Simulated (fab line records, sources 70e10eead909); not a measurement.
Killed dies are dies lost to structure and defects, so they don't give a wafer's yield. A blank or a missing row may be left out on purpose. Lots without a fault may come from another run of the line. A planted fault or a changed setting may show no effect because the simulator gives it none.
Chamber matching | flow nand_harc | NHARC_A_CONTACT_ETCH_48 on rie_diel-08: 4 sister chambers
The step etches the open film in CF4, target depth 39 nm, time 65 s. 4 wafers are shown with their chamber, then 11 later ones without.

WAFERS WITH THEIR CHAMBER
wafer  | chamber | showerhead_plenum_p_Torr (Torr)
L083.5 | 3       | 1.68
L084.5 | 2       | 1.75
L084.6 | 1       | 1.71
L093.1 | 0       | 1.77

WAFERS WITHOUT THEIR CHAMBER
wafer  | showerhead_plenum_p_Torr (Torr)
L093.4 | 1.75
L093.6 | 1.71
L095.1 | 1.77
L095.2 | 1.71
L095.4 | 1.67
L097.3 | 1.77
L097.5 | 1.75
L097.6 | 1.67
L096.1 | 1.77
L096.3 | 1.71
L096.4 | 1.75

WHICH CHAMBER EACH WENT THROUGH
wafer  | from the rows above | in truth
L093.4 | 2                   | 2
L093.6 | 1                   | 1
L095.1 | 0                   | 0
L095.2 | 1                   | 1
L095.4 | 3                   | 3
L097.3 | 0                   | 0
L097.5 | 2                   | 2
L097.6 | 3                   | 3
L096.1 | 0                   | 0
L096.3 | 1                   | 1
L096.4 | 2                   | 2
Placed correctly: 11 of 11. Can't be placed from these rows: 0. Placed wrongly: 0.
How it was worked out, from the rows above alone: a wafer's distance from a chamber is the root of the sum, over the readings, of the square of ((its reading less the chamber's mean) divided by the reading's scatter). The wafer belongs to the nearest chamber; if the next one is less than 2 further off, it can't be placed. A chamber's mean is the mean of its shown wafers. The scatter: with one shown wafer a chamber, the root of the mean of the squares of how far each hidden wafer lies from its nearest shown one.
